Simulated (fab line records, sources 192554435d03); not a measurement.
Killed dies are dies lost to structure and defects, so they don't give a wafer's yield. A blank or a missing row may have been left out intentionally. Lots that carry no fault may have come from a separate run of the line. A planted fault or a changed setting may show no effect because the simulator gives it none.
A struck lot beside a sound one :: flow n5-finfet :: 32 steps out of a route of 1938
Sound: the wafers L238.1, L238.2, L238.3. Struck: wafer L229.4 (L229.2, L229.3, from the same lot, were not struck and are left out); the cause is given at the end.
Each step with rows lists, per side, the tool, then ch with its chambers, then its first start. Under that, the readings that differ: sound wafers :: struck wafers :: difference of the means :: sigmas: that difference in standard deviations of wafers without a fault.
alike: readings with means less than 2 such deviations apart, plus words and numbers identical on both sides. not compared: withheld readings, readings lacking a value on some wafer, bounds such as >300 that could conceal the same value, and numbers that have no deviation in the record and whose values overlap.
The two part at a step that has a row with sigmas, a row that says differs or no value, or rows on one side only. Non-overlapping numbers with no deviation appear without sigmas and do not part them. A reading missing from all wafers of one side parts the sides only when that side holds two or more wafers.

first, 10 steps without rows for these wafers: N5_SD_EPI_P_PRECLEAN_51 (cleans in NF3:NH3, afs cycles 1, time 20 s, sublimation time 60 s); N5_SD_EPI_P_VAPOR_ETCH_44 (etches SiGe30 in NF3/Ar, time 3.3 s); N5_SD_EPI_P_EPI_21 (deposits SiGe:B, time 355 s); N5_SD_EPI_P_HM_STRIP_48 (strips SiNx in H3PO4, material SiNx, target depth 3 nm); N5_SD_EPI_P_SRD_49 (time 30 s); N5_SD_EPI_P_PRECLEAN_24 (cleans in O3/DIW, time 45 s); N5_SD_EPI_P_PRECLEAN_32 (cleans in dHF, time 10 s); N5_SD_EPI_P_PRECLEAN_33 (cleans in SC2, time 45 s); N5_SD_EPI_P_SRD_25 (time 30 s); N5_SD_ACTIVATION_RTA_00 (time 0 s).
N5_SD_ACTIVATION_LSA_01: time 0.0008 s.
  sound on laser-anneal-01 ch 0, day 7 09:25; struck on laser-anneal-02 ch 0, day 5 00:19
  alike: wafer_temp_C_max
N5_SD_ACTIVATION_RS_MEAS_03: measures by four-point-probe.
  sound on film-metro-02, day 7 09:38; struck on film-metro-01, day 5 00:31
reading: RS_SD_N (ohm/sq)
sound: 21.8 21.7 21.6
struck: 20.5
difference: -1.2
sigmas: -4
  alike: RS_SD_P
then, 19 steps without rows for these wafers: N5_ILD0_LINER_00 (material SiNx, target thk 4 nm, pulse time 1 s, purge time 2 s); N5_ILD0_FCVD_FILL_01 (material SiO2 flowable, target thk 200 nm, time 328.3 s); N5_ILD0_CURE_02 (time 1800 s); N5_ILD0_CMP_03 (polishes, stops on SiNx, t overpolish 1.9 s, target thk 197.38 nm); N5_ILD0_CMP_07 (polishes SiO2 flowable, stops on poly-Si, t overpolish 1.18 s, target thk 138.88 nm); N5_ILD0_PRECLEAN_10 (cleans in NF3:NH3, afs cycles 5, time 20 s, sublimation time 60 s); N5_ILD0_ALD_15 (deposits SiNx, target thk 24 nm, pulse time 1 s, ald cycles 480); N5_ILD0_CMP_12 (polishes SiNx, stops on poly-Si, t overpolish 6 s, target thk 17.67 nm); N5_SDB_HM_DEP_00 (deposits SiNx from SiH4/NH3/N2, target thk 40 nm, time 35.3 s); N5_SDB_COAT_03 (time 60 s, resist thk 100 nm); N5_SDB_COAT_04 (time 60 s, resist thk 18 nm); N5_SDB_COAT_05 (resist thk 90 nm); N5_SDB_EBR_07; N5_SDB_SOFTBAKE_06 (time 60 s); N5_SDB_EXPOSE_08 (exposes mask SDB); N5_SDB_PEB_09 (peb time 60 s); N5_SDB_DEVELOP_10 (develop time 30 s); N5_SDB_DESCUM_16 (chemistry O2, time 7.9 s); N5_SDB_ETCH_17 (etches SiARC in CF4, target depth 23.4 nm, time 39 s).
-- the record jumps here: 4 days lie between the struck wafers' starts before and after (it left off in module SDB and takes up again in module BEOL_M4, whose first step shown is number 1111 of the route) --
N5_BEOL_M4_RC_MEAS_101:
  sound on prober-01 ch 0, day 11 15:01; struck on prober-02 ch 0, day 9 07:51
reading: RC_DENSE_N (ohm.um)
sound: 19.2 19.6 19.2
struck: 17.7
difference: -1.6
sigmas: -5

reading: RC_N (ohm.um)
sound: 15.79 15.75 15.43
struck: 14.28
difference: -1.38
sigmas: -5

reading: RS_SD_N (ohm/sq)
sound: 28.4 28.2 28.0
struck: 26.9
difference: -1.3
sigmas: -4
  alike: DIBL_N, DIBL_P, IOFF_N, IOFF_P, ION_N, ION_P, SS_N, SS_P, VT_N, VT_P

## WHERE THEY PART
Last at N5_BEOL_M4_RC_MEAS_101 as far as this record goes, first at N5_SD_ACTIVATION_RS_MEAS_03.

WHY: what had been put in by the simulator
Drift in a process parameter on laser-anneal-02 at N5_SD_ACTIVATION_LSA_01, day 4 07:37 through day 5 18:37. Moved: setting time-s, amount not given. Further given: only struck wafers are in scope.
